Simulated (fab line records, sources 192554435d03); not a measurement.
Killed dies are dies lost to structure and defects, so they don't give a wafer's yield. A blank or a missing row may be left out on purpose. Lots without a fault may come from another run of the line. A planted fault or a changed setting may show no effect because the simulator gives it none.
fab line records | flow n5_finfet
record lots=7 wafers=21
route steps=1938 shown BEOL_M11@1540 BEOL_M12@1605 BEOL_M13@1659
start_h: hours from the record's first day to the start of the lot's first wafer shown | wait_h: hours since the lot's step before | " the same as in the row above | L1.1+2: a row that stands for several wafers | - no value, or no start given | * or withheld: withheld | < > ~ a bound
route shown NAME@n: a module of which the file shows steps, and the number in the route of the first | usual: mean/standard deviation of fault-free wafers | same: alike in all rows | chamber/n: place in a boat | sites: the reading at each site | _std_site: their standard deviation | _edge_site: outer sites' mean less inner sites' | radius_mm: how far each site lies from the wafer's centre | mask NAME#n: copy n | behind: the tool/chamber that last shaped the wafer | hold: why the lot was held/for how many hours/how that ended | device: the transistor (n, p or np) that didn't switch | end of line: the same wafers' tests at the end of the route | a step without rows: its recipe alone | killed: dies lost to structure and defects at the first sort, not the wafer's yield | map: a wafer's dies, x killed, . not, _ none there
set.NAME: the setting as run; set.NAME@STEP: as run at that earlier step | model.NAME: the simulator's own value behind a step, which no gauge read
lots whose settings were changed on purpose; a table a step, a row a wafer
## steps
# step N5_BEOL_M11_HM_DEP_02
# recipe material=TiN target_thk_a=200 temp_c=25 chamber_pressure_pa=0.49996
# columns lot.wafer tool chamber start_h wait_h set.target_thk_a model.TiN_of_BEOL_M11_HM_DEP_02.thk_nm
L078.2 pvd_sputter-01 - 269.92 2.4 200 20
L078.4 " - " " 200 19.6
L078.6 " - " " 200 19.8
L081.2+3 pvd_sputter-02 - 292.40 2.8 192.6 19.8
L081.4 " - " " 200 20.6
L085.1 pvd_sputter-02 - 317.05 1.7 188.6 18.8
L085.2 " - " " 200 20.2
L085.3 " - " " 200 20
L083.2 pvd_sputter-03 - 317.17 1.6 200 20
L083.4 " - " " 200 19.8
L083.5 " - " " 217.8 21.4
L089.1+5 pvd_sputter-02 - 360.30 0.6 213.2 21.4
L089.3 " - " " 200 20.2
L092.1 pvd_sputter-01 - 369.73 1.0 200 20
L092.3+6 " - " " 200 19.8
L095.3 pvd_sputter-01 - 396.66 1.3 200 20.2
L095.5+6 " - " " 177.6 18
# step N5_BEOL_M11_COAT_59
# recipe resist=SOC temp_c=250 time_s=60 spin_rpm=1500 resist_thk_nm=100
# step N5_BEOL_M11_COAT_60
# recipe resist=SiARC temp_c=220 time_s=60 spin_rpm=1500 resist_thk_nm=30
# step N5_BEOL_M11_STRIP_68
# recipe chemistry=N2/H2 temp_c=40 n2_flow_sccm=200 h2_flow_sccm=200 rf_frequency_hz=6e+07
# step N5_BEOL_M11_STRIP_67
# recipe chemistry=CF4 resist=SiARC power_w=300 bias_power_w=75 pressure_mtorr=50 cf4_flow_sccm=150 rf_frequency_hz=6e+07
# step N5_BEOL_M11_HM_OPEN_17
# recipe chemistry=Cl2/BCl3 target_depth_a=200 overetch_a=60 target=TiN mask_material=SOC ion_energy_ev=150 pressure_mtorr=10 icp_w=1000 bias_w=126 Cl2_flow_sccm=53.25 bcl3_flow_sccm=21.75 Ar_flow_sccm=25
# columns lot.wafer tool chamber start_h wait_h set.target_thk_a@BEOL_M11_HM_DEP_02 model.etch.depth_nm
L078.2 rie_metal-02 1 270.68 0.1 200 19.99
L078.4 " 1 " " 200 19.69
L078.6 " 1 " " 200 19.79
L081.2 rie_metal-03 0 293.36 0.0 192.6 19.8
L081.3 " 1 " " 192.6 19.74
L081.4 " 0 " " 200 20.66
L085.1 rie_metal-02 1 317.90 0.0 188.6 18.88
L085.2 " 0 " " 200 20.13
L085.3 " 0 " " 200 20.02
L083.2 rie_metal-02 1 318.07 0.0 200 19.94
L083.4 " 0 " " 200 19.86
L083.5 " 1 " " 217.8 21.47
L089.1 rie_metal-02 1 361.60 0.0 213.2 21.47
L089.3 " 1 " " 200 20.13
L089.5 " 0 " " 213.2 21.4
L092.1 rie_metal-02 0 371.47 0.0 200 19.96
L092.3 " 1 " " 200 19.8
L092.6 " 0 " " 200 19.78
L095.3 rie_metal-03 0 398.53 0.1 200 20.25
L095.5 " 0 " " 177.6 18
L095.6 " 0 " " 177.6 18.01
# step N5_BEOL_M11_STRIP_19
# recipe chemistry=O2 power_w=400 temp_c=40 pressure_mtorr=30 rf_frequency_hz=6e+07 bias_power_w=0 overash_fraction=0.2 o2_flow_sccm=225
# step N5_BEOL_M11_STRIP_73
# recipe chemistry=C4F6/O2 resist=SiARC rf_frequency_hz=6e+07
# step N5_BEOL_M11_STRIP_36
# recipe chemistry=N2/H2 power_w=450 temp_c=40 pressure_mtorr=20 rf_frequency_hz=6e+07 overash_fraction=0.3 bias_power_w=7 h2_frac=0.5 n2_flow_sccm=200 h2_flow_sccm=200
# step N5_BEOL_M11_TRENCH_ETCH_37
# recipe chemistry=C4F6/O2 target_depth_a=1488.3 target=SiCOH_lowk time_s=48 ion_energy_ev=250 pressure_mtorr=30 source_w=345 bias_w=185 Ar_flow_sccm=300 C4F6_flow_sccm=10 O2_flow_sccm=10
# columns lot.wafer tool chamber start_h wait_h set.target_thk_a@BEOL_M11_HM_DEP_02 model.TiN_of_BEOL_M11_HM_DEP_02.thk_nm
L078.2 rie_diel-06 2 - - 200 16
L078.4+6 " 0,1 " " 200 15.6
L081.2+3 rie_diel-06 1,2 - - 192.6 15.6
L081.4 " 0 " " 200 16.6
L083.2+4 rie_diel-01 1,2 - - 200 15.8
L083.5 " 0 " " 217.8 17.4
L085.1 rie_diel-06 2 - - 188.6 15
L085.2+3 " 1,3 " " 200 16
L089.1+5 rie_diel-06 1,0 - - 213.2 17.4
L089.3 " 3 " " 200 16.2
L092.1 rie_diel-03 3 - - 200 15.8
L092.3+6 " 0 " " 200 15.6
L095.3 rie_diel-06 3 - - 200 16.4
L095.5 " 1 " " 177.6 13.8
L095.6 " 0 " " 177.6 14
# step N5_BEOL_M12_COAT_04
# recipe spin_rpm=1625 resist_thk_nm=400
# columns lot.wafer tool chamber start_h wait_h set.spin_rpm model.coat_of_BEOL_M12_COAT_04.thk_nm
L078.2 litho_track-01 0 - - 1625 399.8
L078.4 " 0 " " 1625 399.4
L078.6 " 0 " " 1625 398.6
L081.2 litho_track-02 0 - - 1625 400
L081.3 " 0 " " 1796 379.6
L081.4 " 0 " " 1625 400.2
L083.2 litho_track-05 0 - - 1625 401
L083.4 " 0 " " 1625 402
L083.5 " 0 " " 1625 400.2
L085.1 litho_track-05 0 - - 1625 399.4
L085.2 " 0 " " 1625 400.6
L085.3 " 0 " " 1625 399.6
L089.1 litho_track-05 0 - - 1625 400.4
L089.3 " 0 " " 1625 399.4
L089.5 " 0 " " 1548 409.2
L092.1+3 litho_track-01 0 - - 1625 399.2
L092.6 " 0 " " 1625 400.2
L095.3 litho_track-05 0 - - 1625 401.4
L095.5 " 0 " " 1625 400.8
L095.6 " 0 " " 1691 393.6
# step N5_BEOL_M12_EBR_06
# recipe solvent=PGMEA ebr_width_mm=1.5
# step N5_BEOL_M12_SOFTBAKE_05
# recipe temp_c=130 time_s=60
# step N5_BEOL_M12_DESCUM_15
# recipe chemistry=O2 time_s=7.9 source_power_w=50 bias_power_w=20 pressure_mtorr=20 rf_frequency_hz=2.712e+07 temp_c=40 o2_flow_sccm=225
# columns lot.wafer tool chamber start_h wait_h set.spin_rpm@BEOL_M12_COAT_04 model.coat_of_BEOL_M12_COAT_04.thk_nm
L078.2 rie_diel-04 3 276.42 0.0 1625 381.6
L078.4 " 0 " " 1625 381.4
L078.6 " 3 " " 1625 380.6
L081.2+4 rie_diel-04 1,2 300.58 0.0 1625 382
L081.3 " 0 " " 1796 361.4
L083.2 rie_diel-05 2 324.10 0.0 1625 382.8
L083.4 " 1 " " 1625 383.8
L083.5 " 2 " " 1625 382
L085.1 rie_diel-05 1 324.36 0.1 1625 381.2
L085.2 " 2 " " 1625 382.4
L085.3 " 3 " " 1625 381.4
L089.1 rie_diel-04 1 368.33 0.0 1625 382.2
L089.3 " 3 " " 1625 381.2
L089.5 " 3 " " 1548 391.2
L092.1 rie_diel-02 0 378.71 0.0 1625 381.2
L092.3 " 3 " " 1625 381
L092.6 " 0 " " 1625 382
L095.3 rie_diel-05 1 403.37 0.0 1625 383.4
L095.5 " 3 " " 1625 382.6
L095.6 " 2 " " 1691 375.4
# step N5_BEOL_M12_ETCH_59
# recipe chemistry=N2/H2 target=BARC target_depth_a=890 overetch_a=267 time_s=67.9 ion_energy_ev=200 pressure_mtorr=30 source_w=840 bias_w=150 n2_flow_sccm=200 h2_flow_sccm=200
# step N5_BEOL_M12_VIA_ETCH_16
# recipe chemistry=C4F8/O2/Ar target=SiOC pressure_mtorr=30 source_w=3000 bias_w=700 Ar_flow_sccm=400 C4F8_flow_sccm=15 O2_flow_sccm=8 he_inner_torr=15 he_outer_torr=30 target_depth_a=7248 time_s=withheld ion_energy_ev=250 ends=cleared
# columns lot.wafer tool chamber start_h wait_h set.spin_rpm@BEOL_M12_COAT_04 model.coat_of_BEOL_M12_COAT_04.thk_nm
L078.2 rie_diel-04 3 276.51 0.0 1625 127.8
L078.4 " 0 " " 1625 122.8
L078.6 " 3 " " 1625 125.6
L081.2 rie_diel-04 1 300.67 0.0 1625 126.4
L081.3 " 0 " " 1796 107.6
L081.4 " 2 " " 1625 122
L083.2 rie_diel-05 2 324.18 0.0 1625 127
L083.4 " 1 " " 1625 126.2
L083.5 " 2 " " 1625 124.8
L085.1 rie_diel-05 1 324.45 0.0 1625 123.2
L085.2 " 2 " " 1625 124.6
L085.3 " 3 " " 1625 125.4
L089.1 rie_diel-04 1 368.42 0.0 1625 127.2
L089.3 " 3 " " 1625 123.8
L089.5 " 3 " " 1548 129
L092.1 rie_diel-02 0 378.80 0.0 1625 125.2
L092.3 " 3 " " 1625 124.2
L092.6 " 0 " " 1625 121.8
L095.3 rie_diel-05 1 403.45 0.0 1625 125
L095.5 " 3 " " 1625 120.2
L095.6 " 2 " " 1691 114.6
# step N5_BEOL_M12_STRIP_63
# recipe chemistry=N2/H2 power_w=1000 temp_c=250 h2_frac=0.65 overash_fraction=0.3 pressure_mtorr=1000 n2_flow_sccm=1750 h2_flow_sccm=3250
# usual strip_time_to_endpoint_s=43.0/0.95
# columns lot.wafer tool chamber start_h wait_h set.spin_rpm@BEOL_M12_COAT_04 strip_time_to_endpoint_s
L078.2 plasma_asher-02 1 276.71 - 1625 43.8
L078.4 " 1 " " 1625 42.5
L078.6 " 0 " " 1625 43.2
L081.2 plasma_asher-02 1 300.87 - 1625 43.4
L081.3 " 1 " " 1796 38.3
L081.4 " 0 " " 1625 42.2
L083.2 plasma_asher-02 1 324.38 - 1625 43.6
L083.4 " 0 " " 1625 43.4
L083.5 " 0 " " 1625 43.0
L085.1 plasma_asher-02 1 324.65 - 1625 42.6
L085.2 " 0 " " 1625 42.9
L085.3 " 0 " " 1625 43.1
L089.1 plasma_asher-02 1 368.62 - 1625 43.6
L089.3 " 0 " " 1625 42.7
L089.5 " 1 " " 1548 44.1
L092.1 plasma_asher-02 1 379.00 - 1625 43.1
L092.3 " 0 " " 1625 42.8
L092.6 " 0 " " 1625 42.2
L095.3 plasma_asher-02 0 403.67 - 1625 43.0
L095.5 " 1 " " 1625 41.7
L095.6 " 0 " " 1691 40.2
# step N5_BEOL_M13_ILD_DEP_00
# recipe material=SiOC target_thk_a=8379.2 temp_c=350 precursor=DEMS/O2 pressure_torr=5 rf_w=500 time_s=166.4
# columns lot.wafer tool chamber start_h wait_h set.time_s model.SiOC_of_BEOL_M13_ILD_DEP_00.thk_nm
L078.2 pecvd-02 1 282.35 0.0 166.4 831.4
L078.4 " 1 " " 166.4 844.8
L078.6 " 2 " " 166.4 835.8
L081.2 pecvd-04 0 308.95 0.0 166.4 831.4
L081.3 " 1 " " 166.4 832.4
L081.4 " 2 " " 166.4 843
L083.2 pecvd-04 2 332.17 0.0 166.4 838.4
L083.4 " 2 " " 180.7 923.6
L083.5 " 0 " " 166.4 844.8
L085.1 pecvd-02 2 332.22 0.0 166.4 837.6
L085.2 " 1 " " 175.4 897.4
L085.3 " 0 " " 175.4 890.8
L089.1 pecvd-03 2 374.40 0.0 166.4 816.4
L089.3 " 0 " " 150.7 745.8
L089.5 " 1 " " 166.4 848.4
L092.1 pecvd-03 1 384.50 0.0 141.6 718
L092.3 " 0 " " 166.4 827
L092.6 " 2 " " 166.4 838
L095.3 pecvd-02 0 409.16 0.0 178 893.2
L095.5 " 1 " " 166.4 845
L095.6 " 0 " " 166.4 844.4
# step N5_BEOL_M13_THK_MEAS_01
# recipe reads=SiOC_of_BEOL_M13_ILD_DEP_00
# usual M13_ILD_THK=837/9.9
# columns lot.wafer tool chamber start_h wait_h set.time_s@BEOL_M13_ILD_DEP_00 M13_ILD_THK[nm]
L078.2 film_metro-01 - 282.50 0.1 166.4 832
L078.4 " - " " 166.4 845
L078.6 " - " " 166.4 836
L081.2 film_metro-02 - 309.10 0.1 166.4 832
L081.3 " - " " 166.4 832
L081.4 " - " " 166.4 843
L083.2 film_metro-02 - 332.32 0.1 166.4 839
L083.4 " - " " 180.7 924
L083.5 " - " " 166.4 844
L085.1 film_metro-01 - 332.37 0.1 166.4 838
L085.2 " - " " 175.4 897
L085.3 " - " " 175.4 891
L089.1 film_metro-02 - 374.55 0.1 166.4 816
L089.3 " - " " 150.7 746
L089.5 " - " " 166.4 848
L092.1 film_metro-02 - 384.65 0.1 141.6 718
L092.3 " - " " 166.4 827
L092.6 " - " " 166.4 838
L095.3 film_metro-01 - 409.31 0.1 178 893
L095.5 " - " " 166.4 845
L095.6 " - " " 166.4 844
# step N5_BEOL_M13_COAT_04
# recipe spin_rpm=1625 resist_thk_nm=400
# columns lot.wafer tool chamber start_h wait_h set.spin_rpm model.coat_of_BEOL_M13_COAT_04.thk_nm
L078.2 litho_track-04 0 - - 1625 401.8
L078.4 " 0 " " 1625 402.4
L078.6 " 0 " " 1625 401.2
L081.2 litho_track-05 0 - - 1455 420.6
L081.3 " 0 " " 1625 399
L081.4 " 0 " " 1455 422.2
L083.2 litho_track-04 0 - - 1780 382.4
L083.4 " 0 " " 1625 401.2
L083.5 " 0 " " 1625 400.6
L085.1 litho_track-04 0 - - 1625 399.8
L085.2 " 0 " " 1804 379.6
L085.3 " 0 " " 1625 400
L089.1 litho_track-03 0 - - 1501 415.2
L089.3 " 0 " " 1501 416.8
L089.5 " 0 " " 1625 400.8
L092.1 litho_track-03 0 - - 1625 399
L092.3 " 0 " " 1785 381
L092.6 " 0 " " 1785 380.4
L095.3 litho_track-04 0 - - 1625 400.2
L095.5 " 0 " " 1625 399.4
L095.6 " 0 " " 1625 399.8
# step N5_BEOL_M13_EBR_06
# recipe solvent=PGMEA ebr_width_mm=1.5
# step N5_BEOL_M13_SOFTBAKE_05
# recipe temp_c=130 time_s=60
# step N5_BEOL_M13_DESCUM_15
# recipe chemistry=O2 time_s=7.9 source_power_w=50 bias_power_w=20 pressure_mtorr=20 rf_frequency_hz=2.712e+07 temp_c=40 o2_flow_sccm=225
# step N5_BEOL_M13_ETCH_59
# recipe chemistry=N2/H2 target=BARC target_depth_a=890 overetch_a=267 time_s=67.9 ion_energy_ev=200 pressure_mtorr=30 source_w=840 bias_w=150 n2_flow_sccm=200 h2_flow_sccm=200
# step N5_BEOL_M13_VIA_ETCH_16
# recipe chemistry=C4F8/O2/Ar target=SiOC pressure_mtorr=30 source_w=3000 bias_w=700 Ar_flow_sccm=400 C4F8_flow_sccm=15 O2_flow_sccm=8 he_inner_torr=15 he_outer_torr=30 target_depth_a=9217 time_s=withheld ion_energy_ev=250 ends=cleared
# columns lot.wafer tool chamber start_h wait_h set.time_s@BEOL_M13_ILD_DEP_00 set.spin_rpm@BEOL_M13_COAT_04 model.etch.depth_nm model.coat_of_BEOL_M13_COAT_04.thk_nm
L078.2 rie_diel-06 1 283.14 0.0 * 1625 831.5 70.8
L078.4 " 0 " " * 1625 844.7 71.2
L078.6 " 1 " " * 1625 835.8 68.6
L081.2 rie_diel-01 3 310.02 0.0 * 1455 831.4 92.4
L081.3 " 1 " " * 1625 832.5 70.4
L081.4 " 0 " " * 1455 842.9 93.4
L083.2 rie_diel-01 0 332.92 0.0 * 1780 838.4 54.8
L083.4 " 1 " " * 1625 923.5 46
L083.5 " 3 " " * 1625 844.7 68.6
L085.1 rie_diel-01 3 333.23 0.0 * 1625 837.6 70
L085.2 " 0 " " * 1804 897.4 35.2
L085.3 " 1 " " * 1625 890.8 54.4
L089.1 rie_diel-01 1 375.17 0.0 * 1501 816.3 90.8
L089.3 " 2 " " * 1501 745.9 115.8
L089.5 " 0 " " * 1625 848.4 70.2
L092.1 rie_diel-06 3 385.25 0.0 * 1625 718.1 108
L092.3 " 1 " " * 1785 827.1 52
L092.6 " 3 " " * 1785 838 55
L095.3 rie_diel-06 1 410.66 0.0 * 1625 893.2 51.6
L095.5 " 2 " " * 1625 845 69.6
L095.6 " 1 " " * 1625 844.4 65.4
# step N5_BEOL_M13_STRIP_63
# recipe chemistry=N2/H2 power_w=1000 temp_c=250 h2_frac=0.65 overash_fraction=0.3 pressure_mtorr=1000 n2_flow_sccm=1750 h2_flow_sccm=3250
# usual strip_time_to_endpoint_s=28.2/1.1
# columns lot.wafer tool chamber start_h wait_h set.time_s@BEOL_M13_ILD_DEP_00 set.spin_rpm@BEOL_M13_COAT_04 strip_time_to_endpoint_s
L078.2 plasma_asher-01 0 283.38 - 166.4 1625 27.9
L078.4 " 1 " " 166.4 1625 28.0
L078.6 " 1 " " 166.4 1625 27.3
L081.2 plasma_asher-02 1 310.26 - 166.4 1455 34.1
L081.3 " 1 " " 166.4 1625 27.8
L081.4 " 0 " " 166.4 1455 34.4
L083.2 plasma_asher-02 0 333.16 - 166.4 1780 23.1
L083.4 " 0 " " 180.7 1625 20.3
L083.5 " 0 " " 166.4 1625 27.3
L085.1 plasma_asher-02 0 333.46 - 166.4 1625 27.7
L085.2 " 1 " " 175.4 1804 16.8
L085.3 " 0 " " 175.4 1625 23.0
L089.1 plasma_asher-01 1 375.40 - 166.4 1501 33.7
L089.3 " 1 " " 150.7 1501 40.5
L089.5 " 0 " " 166.4 1625 27.7
L092.1 plasma_asher-02 1 385.49 - 141.6 1625 38.4
L092.3 " 1 " " 166.4 1785 22.2
L092.6 " 1 " " 166.4 1785 23.2
L095.3 plasma_asher-02 0 410.92 - 178 1625 22.1
L095.5 " 1 " " 166.4 1625 27.5
L095.6 " 0 " " 166.4 1625 26.3
# step N5_BEOL_M13_STRIP_64
# recipe chemistry=N2/H2 power_w=1000 temp_c=250 h2_frac=0.65 overash_fraction=0.3 pressure_mtorr=withheld n2_flow_sccm=1750 h2_flow_sccm=3250
# step N5_BEOL_M13_STRIP_71
# recipe chemistry=post_etch_residue_remover time_s=60 temp_c=25 remover_ph=withheld remover_water_wt_pct=withheld remover_fluoride_wt_pct=withheld
# step N5_BEOL_M13_STRIP_37
# recipe chemistry=N2/H2 power_w=1000 temp_c=250 h2_frac=0.65 overash_fraction=0.3 pressure_mtorr=withheld n2_flow_sccm=1750 h2_flow_sccm=3250
# step N5_BEOL_M13_ETCH_38
# recipe chemistry=CF4/N2 target=SiCN target_depth_a=675 taper_deg=2 time_s=71.9 ion_energy_ev=150 mask_material=SiO2 pressure_mtorr=40 source_w=430 bias_w=70 Ar_flow_sccm=100 cf4_flow_sccm=60 n2_flow_sccm=60
# columns lot.wafer tool chamber start_h wait_h set.time_s@BEOL_M13_ILD_DEP_00 model.SiOC_of_BEOL_M13_ILD_DEP_00.thk_nm
L078.2 rie_diel-01 1 287.46 - 166.4 783
L078.4 " 3 " " 166.4 796.8
L078.6 " 3 " " 166.4 788.4
L081.2 rie_diel-06 3 311.78 - 166.4 785
L081.3 " 2 " " 166.4 786
L081.4 " 1 " " 166.4 792.4
L083.2 rie_diel-06 1 335.65 - 166.4 788.4
L083.4 " 2 " " 180.7 877
L083.5 " 2 " " 166.4 798.6
L085.1 rie_diel-03 0 336.81 - 166.4 789.8
L085.2 " 1 " " 175.4 848.4
L085.3 " 3 " " 175.4 842.4
L089.1 rie_diel-03 1 383.15 - 166.4 766.2
L089.3 " 3 " " 150.7 697
L089.5 " 1 " " 166.4 798.4
L092.1 rie_diel-06 0 393.51 - 141.6 670.6
L092.3 " 2 " " 166.4 780.4
L092.6 " 1 " " 166.4 787.8
L095.3 rie_diel-06 1 416.65 - 178 843.4
L095.5 " 2 " " 166.4 799
L095.6 " 1 " " 166.4 794.8
## key
split step=N5_BEOL_M11_HM_DEP_02 setting=target_thk_a stated=200 by=wafer
response step=N5_BEOL_M11_HM_DEP_02 reading=model.TiN_of_BEOL_M11_HM_DEP_02.thk_nm change=+0.191 per=1% r=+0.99
response step=N5_BEOL_M11_HM_OPEN_17 reading=model.etch.depth_nm change=+0.196 per=1% r=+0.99
response step=N5_BEOL_M11_TRENCH_ETCH_37 reading=model.TiN_of_BEOL_M11_HM_DEP_02.thk_nm change=+0.202 per=1% r=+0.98
split step=N5_BEOL_M12_COAT_04 setting=spin_rpm stated=1625 by=wafer
response step=N5_BEOL_M12_COAT_04 reading=model.coat_of_BEOL_M12_COAT_04.thk_nm change=-1.94 per=1% r=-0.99
response step=N5_BEOL_M12_DESCUM_15 reading=model.coat_of_BEOL_M12_COAT_04.thk_nm change=-1.96 per=1% r=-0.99
response step=N5_BEOL_M12_VIA_ETCH_16 reading=model.coat_of_BEOL_M12_COAT_04.thk_nm change=-1.49 per=1% r=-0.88
response step=N5_BEOL_M12_STRIP_63 reading=strip_time_to_endpoint_s change=* per=1% r=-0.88
split step=N5_BEOL_M13_ILD_DEP_00 setting=time_s stated=166.4 by=wafer
response step=N5_BEOL_M13_ILD_DEP_00 reading=model.SiOC_of_BEOL_M13_ILD_DEP_00.thk_nm change=+8.37 per=1% r=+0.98
response step=N5_BEOL_M13_THK_MEAS_01 reading=M13_ILD_THK change=+8.36 per=1% r=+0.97
response step=N5_BEOL_M13_VIA_ETCH_16 reading=model.etch.depth_nm change=+8.36 per=1% r=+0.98
response step=N5_BEOL_M13_VIA_ETCH_16 reading=model.coat_of_BEOL_M13_COAT_04.thk_nm change=-3.3 per=1% r=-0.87
response step=N5_BEOL_M13_STRIP_63 reading=strip_time_to_endpoint_s change=* per=1% r=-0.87
response step=N5_BEOL_M13_ETCH_38 reading=model.SiOC_of_BEOL_M13_ILD_DEP_00.thk_nm change=+8.29 per=1% r=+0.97
split step=N5_BEOL_M13_COAT_04 setting=spin_rpm stated=1625 by=wafer
response step=N5_BEOL_M13_COAT_04 reading=model.coat_of_BEOL_M13_COAT_04.thk_nm change=-1.95 per=1% r=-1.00
response step=N5_BEOL_M13_VIA_ETCH_16 reading=model.coat_of_BEOL_M13_COAT_04.thk_nm slope=-1.89 per=1% together_with=time_s@BEOL_M13_ILD_DEP_00 explained=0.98
response step=N5_BEOL_M13_STRIP_63 reading=strip_time_to_endpoint_s slope=* per=1% together_with=time_s@BEOL_M13_ILD_DEP_00 explained=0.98
